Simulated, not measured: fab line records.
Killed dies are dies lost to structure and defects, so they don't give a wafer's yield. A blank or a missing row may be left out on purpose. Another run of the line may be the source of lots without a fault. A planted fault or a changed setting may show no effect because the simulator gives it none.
Which of the tools did it? | flow nand harc | 12 lots, 36 wafers sampled, at 1 step of a route of 1302

WHAT THE GAUGES READ, wafer by wafer
NHARC_P_M0_INSPECT_11.
lot  | measured     | on                | raw defect count
L075 | day 6 12:34  | defect inspect-01 | 4 2 5
L077 | day 7 07:36  | defect inspect-01 | 5 5 2
L079 | day 8 08:02  | defect inspect-02 | 3 3 8
L081 | day 8 21:01  | defect inspect-01 | 3 0 4
L083 | day 9 22:26  | defect inspect-02 | 4 4 8
L085 | day 10 15:02 | defect inspect-02 | 8 8 9
L087 | day 11 09:35 | defect inspect-02 | 11 12 14
L089 | day 12 05:32 | defect inspect-01 | 5 0 0
L091 | day 13 03:01 | defect inspect-02 | 6 6 1
L093 | day 13 19:27 | defect inspect-02 | 5 3 6
L095 | day 14 14:41 | defect inspect-01 | 3 3 4
L097 | day 15 19:41 | defect inspect-02 | 6 5 2

TOOL THAT RAN EACH LOT (tool first, then ch and the chambers of the sampled wafers, then the start)
Before these readings, the record contains no process step.

THE ANSWER, worked out from the rows above alone
Rule: the usual values come from the lots themselves. Put in order of their means at a reading, lots are off if they are a third of the lots or fewer, leave a main group of 4 or more, and stand apart from it by a gap of 3 or more times the standard deviation of the main group's means; of several such gaps the widest counts. A main group is skipped when, at the precision printed for the reading in the tables above, its means are all equal. Also off: a lot with no number at a reading for which 4 or more lots have one. Where the step has rows for the other lots, those lots are counted as sound.
Nothing can be told from this: no lot is off at any reading shown.

WHAT WAS PUT IN BY THE SIMULATOR
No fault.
